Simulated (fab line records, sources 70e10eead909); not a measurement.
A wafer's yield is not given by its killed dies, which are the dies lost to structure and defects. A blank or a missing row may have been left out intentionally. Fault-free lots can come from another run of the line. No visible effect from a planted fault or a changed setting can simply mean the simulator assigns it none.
fab line records	flow nandHarc	part 1 of 2: steps 1 to 3 of 6
record: lots: 22	wafers: 66	lastDay: 33
route steps=1302 shown A_CHANNEL_FILL_D2@629 A_STAIRCASE@650
lots that met no fault: taken from a fault-free run of the same line
startH: hours from the record's opening day to when the first of the lot's shown wafers began	waitH: hours since the lot's step before	" the same as in the row above	L1.1+2: a single row standing in for several wafers	- value missing, or start not given	* or withheld: withheld	< > ~ a bound
route shown NAME@n: a module of which the file shows steps, and the number in the route of the first	usual: mean and standard deviation over wafers with no fault	same: alike in all rows	chamber/n: place in a boat	sites: per-site readings	_std_site: their standard deviation	_edge_site: the outer-site mean with the inner-site mean subtracted	radiusMm: how far each site lies from the wafer's centre	mask NAME#n: copy n	behind: the last tool/chamber to shape the wafer	hold: the reason the lot was held/the length of the hold in hours/how it ended	device: names the non-switching transistor (n, p or np)	end of line: the tests these same wafers got at the end of their route	where a step has no rows: the recipe by itself	killed: the dies lost at the first sort to structure and to defects; this is not the yield of the wafer	map: a wafer's dies, x killed, . not, _ none there
set.NAME: the setting that was run; set.NAME@STEP: the one run at that earlier step	model.NAME: the simulator's own value behind a step, which no gauge read
a sample of lots followed through the steps of the route, with each step as a table and each wafer as a row
services: the hour from which a tool's chamber was out of use, counted from the record's first day as startH (under 0 if before that day), plus the number of hours and why
== steps ==
step: NHARC_A_CHANNEL_FILL_D2_STRIP_29
recipe: timeS: 20	o2FlowSccm: 500	arFlowSccm: 0	biasW: 0	chemistry: O2
usual: drypumpMotorCurrentA: 5.7/0.6	oesProductAu: 0.997/0.0096	rfVppV: 57.7/0.83	showerheadPlenumPTorr: 3.44/0.12	throttleValvePct: 17.036/0.0099
lot.wafer	tool	chamber	startH	waitH	drypumpMotorCurrentA	oesProductAu	rfHoursCounterH	rfVppV	showerheadPlenumPTorr	throttleValvePct
L074.1	rieDiel-12	1	-	-	5.1	0.991	2	57.8	3.63	17.045
L074.5	"	0	"	"	6.3	1.002	-	56.9	3.35	17.034
L074.6	"	1	"	"	5.1	1.000	-	58.8	3.63	17.035
L075.1	rieDiel-13	3	-	-	5.4	0.984	0	59.2	3.45	17.030
L075.6	"	0	"	"	5.4	0.983	-	58.5	3.32	17.045
L075.5	"	1	"	"	5.2	0.987	-	58.0	3.34	17.025
L076.3	rieDiel-10	2	375.52	0.1	6.5	0.985	-	56.7	3.34	17.046
L076.6	"	3	"	"	6.5	0.998	-	57.1	3.37	17.055
L076.5	"	2	"	"	6.5	0.995	-	57.3	3.34	17.056
L077.1	rieDiel-10	3	379.24	0.1	6.5	0.991	21	57.1	3.37	17.053
L077.4	"	2	"	"	6.5	0.991	-	56.9	3.34	17.039
L077.6	"	3	"	"	6.6	0.990	-	56.9	3.37	17.023
L079.1	rieDiel-12	3	-	-	5.2	0.998	3	56.5	3.46	17.023
L079.2	"	1	"	"	5.1	0.994	3	58.7	3.63	17.036
L079.5	"	3	"	"	5.2	1.003	-	59.0	3.46	17.041
L078.4	rieDiel-13	0	-	-	5.4	0.994	2	58.4	3.32	17.042
L078.1	"	1	"	"	5.3	0.989	1	56.9	3.34	17.054
L078.5	"	0	"	"	5.4	0.995	-	58.3	3.32	17.038
L081.3	rieDiel-13	1	-	-	5.3	0.996	2	56.8	3.34	17.023
L081.4	"	2	"	"	5.0	0.983	2	56.9	3.33	17.024
L081.6	"	0	"	"	5.4	0.984	-	56.9	3.32	17.029
L082.4	rieDiel-12	2	-	-	6.5	0.996	5	57.8	3.54	17.023
L082.5	"	0	"	"	6.3	0.993	-	58.1	3.35	17.056
L082.6	"	1	"	"	5.1	0.989	-	58.4	3.63	17.028
L083.1	rieDiel-12	1	-	-	5.1	0.988	4	56.8	3.63	17.056
L083.2	"	3	"	"	5.2	1.000	4	58.2	3.46	17.043
L083.5	"	2	"	"	6.4	0.998	-	56.7	3.54	17.027
L084.3	rieDiel-10	2	-	-	6.5	0.993	4	57.8	3.34	17.041
L084.2	"	0	"	"	6.1	0.999	3	57.2	3.72	17.043
L084.6	"	3	"	"	6.6	0.989	-	58.1	3.36	17.031
L085.4	rieDiel-13	0	-	-	5.4	0.999	4	56.3	3.32	17.027
L085.6	"	2	"	"	5.0	0.999	-	58.2	3.32	17.039
L085.5	"	3	"	"	5.4	1.011	-	56.3	3.45	17.036
L087.4	rieDiel-13	0	-	-	5.3	0.986	4	57.1	3.32	17.028
L087.3	"	1	"	"	5.3	0.999	4	58.7	3.34	17.025
L087.5	"	1	"	"	5.3	0.994	-	58.4	3.34	17.044
L086.3	rieDiel-12	1	-	-	5.1	0.997	1	57.5	3.63	17.031
L086.6	"	1	"	"	5.1	1.004	-	59.1	3.63	17.028
L086.5	"	2	"	"	6.4	0.991	-	57.4	3.54	17.042
L088.2	rieDiel-10	0	-	-	6.1	1.008	9	58.4	3.72	17.036
L088.4	"	1	"	"	6.0	1.003	8	58.2	3.62	17.049
L088.5	"	2	"	"	6.5	0.993	-	57.9	3.33	17.035
L089.4	rieDiel-12	0	489.75	0.1	6.3	1.005	1	57.0	3.34	17.025
L089.1	"	3	"	"	5.2	0.992	1	58.4	3.46	17.045
L089.6	"	0	"	"	6.3	0.999	-	58.3	3.34	17.043
L090.3	rieDiel-12	2	-	-	6.4	1.000	1	56.9	3.54	17.032
L090.6	"	3	"	"	5.2	1.005	-	56.4	3.46	17.031
L090.5	"	0	"	"	6.3	0.987	-	58.9	3.34	17.015
L091.1	rieDiel-13	0	-	-	5.4	0.989	5	57.3	3.32	17.031
L091.3	"	3	"	"	5.4	0.988	7	59.1	3.45	17.033
L091.6	"	1	"	"	5.3	0.984	-	58.9	3.34	17.035
L092.4	rieDiel-12	3	-	-	5.2	1.012	2	57.7	3.46	17.041
L092.3	"	1	"	"	5.1	1.005	2	59.0	3.63	17.039
L092.6	"	0	"	"	6.3	1.010	-	58.4	3.34	17.058
L094.4	rieDiel-12	0	-	-	6.3	1.007	3	56.3	3.34	17.021
L094.6	"	1	"	"	5.1	1.010	-	58.7	3.63	17.051
L094.5	"	2	"	"	6.5	1.006	-	57.6	3.54	17.033
L095.1	rieDiel-12	1	-	-	5.1	1.001	3	58.8	3.63	17.042
L095.2	"	2	"	"	6.5	1.006	3	58.3	3.54	17.038
L095.4	"	0	"	"	6.3	1.003	3	58.8	3.34	17.032
L096.3	rieDiel-12	1	-	-	5.1	1.009	4	56.5	3.63	17.037
L096.4	"	2	"	"	6.5	1.009	3	57.2	3.54	17.034
L096.5	"	0	"	"	6.3	1.012	-	57.4	3.34	17.045
L097.4	rieDiel-12	2	-	-	6.5	1.011	3	56.0	3.54	17.010
L097.6	"	0	"	"	6.3	0.997	-	55.2	3.34	17.046
L097.5	"	1	"	"	5.1	1.004	-	57.9	3.63	17.049
step: NHARC_A_STAIRCASE_DESCUM_168
recipe: timeS: 3	o2FlowSccm: 200	arFlowSccm: 0	biasPowerW: 0	chemistry: O2
usual: drypumpMotorCurrentA: 6.0/0.38	oesProductAu: 0.995/0.01	rfVppV: 57.7/0.93	showerheadPlenumPTorr: 1.92/0.099	throttleValvePct: 11.311/0.0099
lot.wafer	tool	chamber	startH	waitH	drypumpMotorCurrentA	oesProductAu	rfHoursCounterH	rfVppV	showerheadPlenumPTorr	throttleValvePct
L074.1	rieDiel-11	2	357.62	-	5.7	0.989	31	56.5	1.79	11.311
L074.5	"	3	"	"	6.5	1.001	-	59.6	2.07	11.317
L074.6	"	0	"	"	5.8	0.997	-	58.1	1.93	11.306
L075.1	rieDiel-02	0	368.83	-	5.6	1.003	37	58.8	1.92	11.331
L075.5	"	2	"	"	5.6	0.974	-	57.5	1.86	11.326
L075.6	"	3	"	"	5.8	0.975	-	56.2	2.06	11.298
L076.3	rieDiel-02	3	382.80	-	5.8	0.970	46	57.5	2.06	11.307
L076.6	"	1	"	"	5.8	0.996	-	57.7	2.00	11.309
L076.5	"	2	"	"	5.5	0.988	-	58.0	1.86	11.323
L077.4	rieDiel-11	1	386.42	-	5.5	1.001	47	58.7	1.89	11.310
L077.1	"	3	"	"	6.5	1.011	38	57.1	2.06	11.303
L077.6	"	1	"	"	5.5	1.007	-	58.1	1.89	11.305
L078.1	rieDiel-11	1	394.54	-	5.5	1.003	49	56.4	1.89	11.306
L078.4	"	3	"	"	6.4	0.994	41	58.3	2.06	11.300
L078.5	"	0	"	"	5.8	1.003	-	57.4	1.93	11.320
L079.2	rieDiel-03	1	394.70	-	6.1	1.011	36	57.7	1.81	11.302
L079.1	"	2	"	"	6.7	1.017	37	58.1	2.06	11.315
L079.5	"	1	"	"	6.1	1.011	-	58.2	1.81	11.314
L081.3	rieDiel-02	3	428.55	-	5.8	0.984	10	57.1	2.06	11.297
L081.4	"	1	"	"	5.8	1.001	8	57.9	2.00	11.318
L081.6	"	3	"	"	5.8	0.980	-	58.2	2.06	11.315
L082.4	rieDiel-11	3	441.58	-	6.5	0.992	0	58.2	2.06	11.308
L082.5	"	3	"	"	6.4	0.995	-	58.1	2.06	11.317
L082.6	"	0	"	"	5.8	0.988	-	57.3	1.92	11.319
L083.2	rieDiel-11	2	441.63	-	5.7	1.009	0	56.7	1.78	11.320
L083.1	"	1	"	"	5.5	1.003	0	58.9	1.89	11.318
L083.5	"	2	"	"	5.7	0.998	-	57.9	1.78	11.307
L084.3	rieDiel-11	3	456.93	-	6.5	0.981	5	59.4	2.06	11.307
L084.2	"	2	"	"	5.7	1.004	5	57.3	1.78	11.284
L084.6	"	3	"	"	6.5	0.994	-	58.2	2.06	11.298
L085.4	rieDiel-02	2	462.11	-	5.6	0.991	21	57.7	1.85	11.318
L085.6	"	3	"	"	5.8	0.971	-	59.6	2.05	11.320
L085.5	"	0	"	"	5.6	0.978	-	57.8	1.91	11.305
L086.3	rieDiel-11	3	471.66	-	6.5	1.002	13	58.2	2.05	11.299
L086.5	"	1	"	"	5.5	0.992	-	59.4	1.89	11.311
L086.6	"	2	"	"	5.7	0.996	-	57.4	1.77	11.300
L087.4	rieDiel-11	2	471.75	-	5.7	0.996	13	57.3	1.77	11.309
L087.3	"	0	"	"	5.8	0.988	14	58.5	1.92	11.324
L087.5	"	3	"	"	6.5	0.982	-	57.9	2.05	11.312
L088.4	rieDiel-03	2	496.57	-	6.7	0.983	7	58.4	2.05	11.313
L088.2	"	0	"	"	6.3	0.991	9	58.1	1.82	11.296
L088.5	"	3	"	"	6.3	0.989	-	55.7	1.86	11.325
L089.1	rieDiel-03	1	496.73	-	6.0	0.991	10	57.7	1.80	11.315
L089.4	"	3	"	"	6.3	0.991	9	57.3	1.86	11.308
L089.6	"	1	"	"	6.0	1.003	-	56.7	1.80	11.309
L091.3	rieDiel-03	1	508.96	-	6.0	1.010	13	57.6	1.80	11.297
L091.1	"	3	"	"	6.3	0.980	11	57.0	1.86	11.312
L091.6	"	1	"	"	6.0	1.004	-	56.6	1.80	11.307
L090.3	rieDiel-11	1	509.13	-	5.5	1.003	24	56.6	1.88	11.331
L090.5	"	3	"	"	6.5	0.983	-	58.9	2.05	11.292
L090.6	"	0	"	"	5.8	0.999	-	58.4	1.91	11.311
L092.4	rieDiel-03	3	532.73	-	6.3	0.983	23	55.9	1.86	11.327
L092.3	"	1	"	"	6.1	0.996	22	58.4	1.80	11.306
L092.6	"	3	"	"	6.3	0.978	-	57.7	1.86	11.311
L094.4	rieDiel-11	2	560.39	-	5.7	1.013	40	58.0	1.77	11.316
L094.5	"	3	"	"	6.5	1.000	-	58.1	2.04	11.310
L094.6	"	0	"	"	5.8	1.000	-	57.6	1.91	11.325
L095.4	rieDiel-11	2	564.05	-	5.7	1.007	40	56.6	1.77	11.309
L095.2	"	3	"	"	6.5	0.995	39	58.6	2.05	11.320
L095.1	"	0	"	"	5.8	0.992	39	58.4	1.91	11.297
L096.3	rieDiel-02	1	580.44	-	5.8	0.999	0	58.2	1.98	11.333
L096.4	"	2	"	"	5.5	0.998	0	57.9	1.84	11.305
L096.5	"	1	"	"	5.7	1.008	-	56.9	1.98	11.310
L097.4	rieDiel-03	1	580.63	-	6.0	0.997	39	55.3	1.79	11.301
L097.6	"	2	"	"	6.7	0.980	-	58.0	2.04	11.306
L097.5	"	3	"	"	6.3	0.980	-	57.0	1.86	11.306
step: NHARC_A_STAIRCASE_ETCH_169
recipe: targetDepthA: 500	timeS: 107.1	ionEnergyEv: 120	ch3fFlowSccm: 50	o2FlowSccm: 30	arFlowSccm: 200	rfW: 500	biasW: 100	chemistry: CH3F/O2
usual: drypumpMotorCurrentA: 5.9/0.38	oesProductAu: 0.952/0.018	rfVppV: 244.4/1.7	showerheadPlenumPTorr: 2.46/0.12	throttleValvePct: 20.663/0.0098
lot.wafer	tool	chamber	startH	waitH	drypumpMotorCurrentA	oesProductAu	rfHoursCounterH	rfVppV	showerheadPlenumPTorr	throttleValvePct
L074.1	rieDiel-11	3	357.69	0.1	6.5	0.953	30	246.1	2.65	20.667
L074.6	"	2	"	"	5.7	0.980	-	242.3	2.30	20.658
L074.5	"	3	"	"	6.5	0.962	-	247.1	2.65	20.676
L075.1	rieDiel-02	2	368.90	0.1	5.5	0.949	37	243.3	2.39	20.657
L075.5	"	2	"	"	5.6	0.960	-	243.5	2.39	20.679
L075.6	"	3	"	"	5.8	0.945	-	245.2	2.64	20.669
L076.3	rieDiel-02	2	382.90	0.1	5.5	0.957	40	245.1	2.39	20.647
L076.6	"	3	"	"	5.8	0.958	-	245.8	2.64	20.656
L076.5	"	0	"	"	5.6	0.974	-	244.7	2.46	20.653
L077.1	rieDiel-11	0	386.51	0.1	5.8	0.937	47	245.5	2.48	20.679
L077.4	"	2	"	"	5.7	0.944	40	241.2	2.30	20.648
L077.6	"	3	"	"	6.5	0.952	-	246.9	2.64	20.672
L078.4	rieDiel-11	3	394.61	0.1	6.5	0.970	41	245.6	2.64	20.654
L078.1	"	1	"	"	5.5	0.970	49	245.1	2.43	20.647
L078.5	"	3	"	"	6.5	0.973	-	246.2	2.64	20.662
L079.1	rieDiel-03	2	394.77	0.1	6.7	0.984	37	246.1	2.64	20.667
L079.2	"	3	"	"	6.2	0.976	21	244.3	2.41	20.666
L079.5	"	3	"	"	6.3	0.977	-	244.5	2.41	20.672
L081.4	rieDiel-02	3	428.65	0.1	5.8	0.916	10	248.0	2.63	20.665
L081.3	"	1	"	"	5.8	0.935	8	245.4	2.57	20.664
L081.6	"	0	"	"	5.7	0.930	-	243.2	2.46	20.651
L082.4	rieDiel-11	0	441.79	0.2	5.8	0.926	0	244.1	2.47	20.658
L082.5	"	0	"	"	5.8	0.929	-	243.9	2.47	20.661
L082.6	"	1	"	"	5.5	0.932	-	245.1	2.43	20.660
L083.2	rieDiel-11	2	441.86	0.2	5.7	0.943	0	242.6	2.29	20.664
L083.1	"	3	"	"	6.5	0.933	0	246.6	2.64	20.660
L083.5	"	1	"	"	5.5	0.932	-	242.4	2.43	20.647
L084.2	rieDiel-11	1	457.03	0.1	5.5	0.993	5	244.0	2.43	20.684
L084.3	"	2	"	"	5.7	0.981	5	242.0	2.29	20.641
L084.6	"	0	"	"	5.8	0.956	-	243.4	2.47	20.668
L085.4	rieDiel-02	0	462.39	0.3	5.6	0.922	21	246.3	2.45	20.662
L085.6	"	2	"	"	5.5	0.929	-	243.9	2.38	20.663
L085.5	"	3	"	"	5.8	0.921	-	247.6	2.63	20.661
L086.3	rieDiel-11	3	471.82	0.1	6.5	0.924	13	246.6	2.63	20.660
L086.6	"	1	"	"	5.5	0.949	-	244.4	2.42	20.643
L086.5	"	2	"	"	5.7	0.934	-	241.1	2.29	20.678
L087.4	rieDiel-11	0	471.90	0.1	5.8	0.935	14	244.7	2.46	20.676
L087.3	"	2	"	"	5.7	0.937	13	241.5	2.29	20.649
L087.5	"	1	"	"	5.5	0.952	-	243.4	2.42	20.650
L088.2	rieDiel-03	3	496.66	0.1	6.3	0.935	9	245.0	2.40	20.665
L088.4	"	0	"	"	6.3	0.959	9	243.2	2.34	20.662
L088.5	"	2	"	"	6.7	0.938	-	246.3	2.63	20.672
L089.4	rieDiel-03	2	496.82	0.1	6.7	0.935	7	246.2	2.63	20.657
L089.1	"	3	"	"	6.3	0.946	9	244.2	2.40	20.684
L089.6	"	1	"	"	6.1	0.942	-	242.9	2.32	20.668
L091.3	rieDiel-03	3	509.04	0.1	6.3	0.961	11	243.0	2.40	20.655
L091.1	"	1	"	"	6.1	0.972	13	242.7	2.32	20.662
L091.6	"	0	"	"	6.3	0.951	-	242.3	2.34	20.668
L090.3	rieDiel-11	0	509.20	0.1	5.8	0.964	24	244.1	2.46	20.680
L090.6	"	0	"	"	5.8	0.955	-	244.5	2.46	20.644
L090.5	"	1	"	"	5.5	0.971	-	243.7	2.42	20.677
L092.3	rieDiel-03	3	532.82	0.1	6.3	0.921	23	243.8	2.39	20.661
L092.4	"	2	"	"	6.7	0.951	21	248.2	2.63	20.680
L092.6	"	3	"	"	6.3	0.928	-	242.8	2.39	20.671
L094.4	rieDiel-11	0	560.48	0.1	5.8	0.951	39	244.6	2.45	20.657
L094.6	"	1	"	"	5.5	0.981	-	243.2	2.41	20.656
L094.5	"	2	"	"	5.7	0.980	-	242.4	2.28	20.662
L095.2	rieDiel-11	2	564.14	0.1	5.7	0.967	40	241.8	2.28	20.671
L095.1	"	3	"	"	6.5	0.972	39	246.6	2.62	20.669
L095.4	"	0	"	"	5.8	0.974	39	245.7	2.45	20.658
L096.4	rieDiel-02	0	580.51	0.1	5.6	0.958	0	243.3	2.44	20.664
L096.3	"	1	"	"	5.7	0.955	0	246.6	2.55	20.652
L096.5	"	1	"	"	5.8	0.963	-	246.7	2.55	20.671
L097.4	rieDiel-03	1	580.71	0.1	6.1	0.989	39	243.1	2.31	20.679
L097.5	"	2	"	"	6.7	0.959	-	248.5	2.62	20.674
L097.6	"	3	"	"	6.3	0.946	-	243.5	2.39	20.647
